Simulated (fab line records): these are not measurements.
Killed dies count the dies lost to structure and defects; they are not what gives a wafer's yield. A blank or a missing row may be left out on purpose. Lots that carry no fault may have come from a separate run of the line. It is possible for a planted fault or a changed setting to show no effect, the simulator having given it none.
One fault through the eyes of 2 desks / flow nand harc / each desk has only its own numbers; what lay behind them comes last

## METROLOGY DESK
What the gauges read, lot by lot, whatever tool the lot ran on: means of the sampled wafers that have a number. Any lot whose mean is over 4 standard deviations away from the usual mean is out of limits and marked OUT; that distance is given in the brackets.
Columns: A = overlay x nm at NHARC_A_CONTACT_OVL_MEAS_09, usual 0.2 nm; B = overlay y nm at NHARC_A_CONTACT_OVL_MEAS_09, usual 0.1 nm
lot=L936; first seen here=day 17 06:49; A=0.4; B=0.1
lot=L938; first seen here=day 17 19:48; A=-1.3; B=-0.7
lot=L939; first seen here=day 17 21:04; A=1.2; B=0.2
lot=L941; first seen here=day 19 04:08; A=1.1; B=-0.1
lot=L940; first seen here=day 19 08:20; A=0.8; B=0.5
lot=L946; first seen here=day 20 05:10; A=0.1; B=0.5
lot=L947; first seen here=day 20 05:50; A=0.0; B=-0.2
lot=L945; first seen here=day 20 17:46; A=1.3; B=-0.3
lot=L948; first seen here=day 20 19:01; A=-0.4; B=1.3
lot=L955; first seen here=day 22 00:31; A=-0.2; B=1.1
lot=L957; first seen here=day 22 19:03; A=1.0; B=-0.4
Finding of this desk: none of the 11 lots has anything out of limits.

## TOOL OWNER'S DESK, rie diel-04
The tool's own readings at NHARC_A_CONTACT_ETCH_76 (etches the open film in N2/H2, target depth 260 nm, time 475.3 s): means of the sampled wafers that have a number, for each lot that ran on this tool. Any lot whose mean is over 4 standard deviations away from the usual mean is out of limits and marked OUT; that distance is given in the brackets.
Columns: A = drypump motor current A at NHARC_A_CONTACT_ETCH_76, usual 5.7 A; B = oes product au at NHARC_A_CONTACT_ETCH_76, usual 0.998 a.u.; C = rf vpp V at NHARC_A_CONTACT_ETCH_76, usual 431.3 V; D = showerhead plenum p Torr at NHARC_A_CONTACT_ETCH_76, usual 2.06 Torr; E = throttle valve pct at NHARC_A_CONTACT_ETCH_76, usual 14.170 %
lot=L939; first seen here=day 17 14:53; A=5.9; B=1.007; C=432.2; D=2.07; E=14.168
lot=L940; first seen here=day 19 01:46; A=5.7; B=1.019; C=431.9; D=2.11; E=14.175
lot=L947; first seen here=day 19 21:43; A=5.3; B=0.981; C=430.4; D=2.04; E=14.168
lot=L946; first seen here=day 19 22:14; A=5.4; B=0.998; C=432.1; D=2.08; E=14.160
lot=L945; first seen here=day 20 09:18; A=5.6; B=1.000; C=431.2; D=2.04; E=14.172
Finding of this desk: none of the 5 lots has anything out of limits.

## BROUGHT TOGETHER
From the metrology desk's view, nothing was out of limits.
Nothing out of limits was seen by the tool owner's desk.

## WHAT THE SIMULATOR PUT IN
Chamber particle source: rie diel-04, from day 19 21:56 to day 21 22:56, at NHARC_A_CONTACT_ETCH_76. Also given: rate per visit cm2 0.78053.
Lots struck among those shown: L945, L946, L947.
